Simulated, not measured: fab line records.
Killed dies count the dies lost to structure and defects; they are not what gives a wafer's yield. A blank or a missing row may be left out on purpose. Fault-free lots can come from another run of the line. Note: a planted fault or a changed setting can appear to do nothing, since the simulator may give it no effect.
Chamber matching ; flow nand_harc ; NHARC_A_STAIRCASE_TRIM_220 on rie_diel-08: 4 sister chambers
The step chemistry O2, time 211.2 s. 4 wafers are shown with their chamber, then 10 later ones without.

== WAFERS PAIRED WITH THEIR CHAMBERS ==
wafer;chamber;drypump_motor_current_A (A)
L081.4;0;5.4
L081.6;3;5.8
L086.1;2;5.6
L086.5;1;5.6

== WAFERS MISSING THEIR CHAMBER ==
wafer;drypump_motor_current_A (A)
L086.6;5.4
L088.1;5.4
L088.4;5.9
L088.6;5.6
L087.1;5.6
L087.4;5.6
L087.6;5.6
L096.1;5.9
L096.3;5.6
L096.6;5.6

== THE CHAMBER EACH PASSED THROUGH ==
wafer;from the rows above;in truth
L086.6;0;0
L088.1;0;0
L088.4;3;3
L088.6;can't be placed: 1 or 2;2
L087.1;can't be placed: 1 or 2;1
L087.4;can't be placed: 1 or 2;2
L087.6;can't be placed: 1 or 2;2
L096.1;3;3
L096.3;can't be placed: 1 or 2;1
L096.6;can't be placed: 1 or 2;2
4 of 10 placed correctly. Not placeable from these rows: 6 (in 6, the candidates include the true chamber). Number placed wrongly: 0.
How it was worked out, from the rows above alone: a wafer's distance from a chamber is the root of the sum, over the readings, of the square of ((its reading less the chamber's mean) divided by the reading's scatter). The wafer belongs to the nearest chamber; if the next one is less than 2 further off, it can't be placed. The mean given for a chamber averages the wafers shown for that chamber. The scatter: with one shown wafer a chamber, the root of the mean of the squares of how far each hidden wafer lies from its nearest shown one.
